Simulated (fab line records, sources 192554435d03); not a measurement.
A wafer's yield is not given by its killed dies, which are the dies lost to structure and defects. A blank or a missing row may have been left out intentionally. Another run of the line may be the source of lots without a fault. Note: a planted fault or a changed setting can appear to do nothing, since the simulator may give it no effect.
A lot that was struck, set against a sound lot	flow n5Finfet	19 steps out of a route of 1938
Sound: these wafers, L898.1, L898.2, L898.4. The struck wafers were L894.2, L894.4, L894.6. The cause is given at the end.
Per side, at each step with rows, come the tool, then ch with its chambers, and then its first start. Under that, the readings that differ: sound wafers	struck wafers	difference of the means	sigmas: that difference in standard deviations of wafers without a fault.
alike: words and numbers the same on both sides, and readings whose means are apart by under 2 such deviations; not compared: readings that were withheld, readings missing a value for some wafer, numbers with overlapping values and no deviation given by the record, and bounds like >300 which may hide the same value.
Wherever a step has rows on one side only, a row that says differs or no value, or a row with sigmas, the two part there. Numbers that have no deviation but don't overlap get no sigmas and don't part them. A reading that every wafer of one side lacks parts them only if that side has two wafers or more.

N5_BEOL_M13_CMP_49: polishes, stops on SiOC, t overpolish 17.1 s, target thk 420 nm.
  sound on cmp-01 ch 0,1,3, day 17 09:08; struck on cmp-02 ch 0,2, day 15 21:02
reading	sound	struck	difference	sigmas
barrierFieldEndpointS (s)	31.3 32.5 32.1	29.5 29.7 29.7	-2.3	-3
  alike: edgeZonePressureFrac, motorCurrentA, overpolishRunS
  not compared: padLifeWafers
N5_BEOL_M13_THK_MEAS_50: measures by xrf.
  sound on filmMetro-02 at day 17 09:25; struck on filmMetro-01 at day 15 21:20
  alike: M13_THK
then, 1 step without rows for these wafers: N5_BEOL_M13_PRE_CLEAN_52 (time 15 s).
N5_BEOL_M13_DEP_53: deposits SiCN from 3MS/NH3, target thk 50 nm, time 17.8 s.
  sound on pecvd-02 ch 0,1, day 17 09:29; struck on pecvd-01 ch 0,1,2, day 15 21:24
  alike: chamberPressureTorr, showerheadPlenumPTorr, throttleValvePct
N5_BEOL_M13_RS_MEAS_54: a four-point-probe measurement.
  sound on filmMetro-02 at day 17 09:33; struck on filmMetro-01 at day 15 21:28
  alike: M13_RS
N5_BEOL_M13_INSPECT_55: inspects for defects (darkfield).
  sound on defectInspect-02 at day 17 09:35; struck on defectInspect-01 at day 15 21:29
  alike: rawDefectCount
N5_BEOL_M14_ILD_DEP_00: deposits SiO2 from TEOS/O2, target thk 1119.3 nm, time 237.4 s.
  sound on pecvd-03 ch 0,1,2, day 17 09:37; struck on pecvd-01 ch 0,2, day 15 21:32
  alike: chamberPressureTorr, heaterPowerW, showerheadPlenumPTorr, throttleValvePct
N5_BEOL_M14_THK_MEAS_01:
  sound on filmMetro-02 at day 17 09:49; struck on filmMetro-01 at day 15 21:43
  alike: M14_ILD_THK
then, 4 steps without rows for these wafers: N5_BEOL_M14_COAT_58 (time 60 s, resist thk 89 nm); N5_BEOL_M14_COAT_04 (resist thk 800 nm); N5_BEOL_M14_EBR_06; N5_BEOL_M14_SOFTBAKE_05 (time 60 s).
N5_BEOL_M14_EXPOSE_07: exposes mask V13.
  sound on krfScanner-01 ch 0, day 17 10:04; struck on krfScanner-02 ch 0, day 15 21:52
reading	sound	struck	difference	sigmas
model.BEOL_M14.overlayXNm (nm)	-1.4 -1.4 -1.4	45.6 45.6 45.6	+47.0	
  alike: mask
then, 3 steps without rows for these wafers: N5_BEOL_M14_PEB_08 (peb time 90 s); N5_BEOL_M14_DEVELOP_09 (develop time 45 s); N5_BEOL_M14_HARDBAKE_14 (time 120 s).
N5_BEOL_M14_CD_MEAS_10: target cd 250 nm.
  sound on cdSem-01 ch 0, day 17 10:14; struck on cdSem-01 ch 0, day 15 22:02
  alike: cdNm
N5_BEOL_M14_OVL_MEAS_11:
  sound on overlay-02 ch 0, day 17 10:16; struck on overlay-02 ch 0, day 15 22:04
reading	sound	struck	difference	sigmas
V13_OVL (nm)	-1 -9 -8	36 44 44	+47	+9
N5_BEOL_M14_INSPECT_12: inspects for defects (macro).
  sound on defectInspect-02 at day 17 10:17; struck on defectInspect-01 at day 15 22:05
  alike: rawDefectCount

WHERE THEY PART
First at N5_BEOL_M13_CMP_49; last, within this record, at N5_BEOL_M14_OVL_MEAS_11. Later steps at which nothing parts them and some readings are alike: N5_BEOL_M14_INSPECT_12.

WHY: what had been put in by the simulator
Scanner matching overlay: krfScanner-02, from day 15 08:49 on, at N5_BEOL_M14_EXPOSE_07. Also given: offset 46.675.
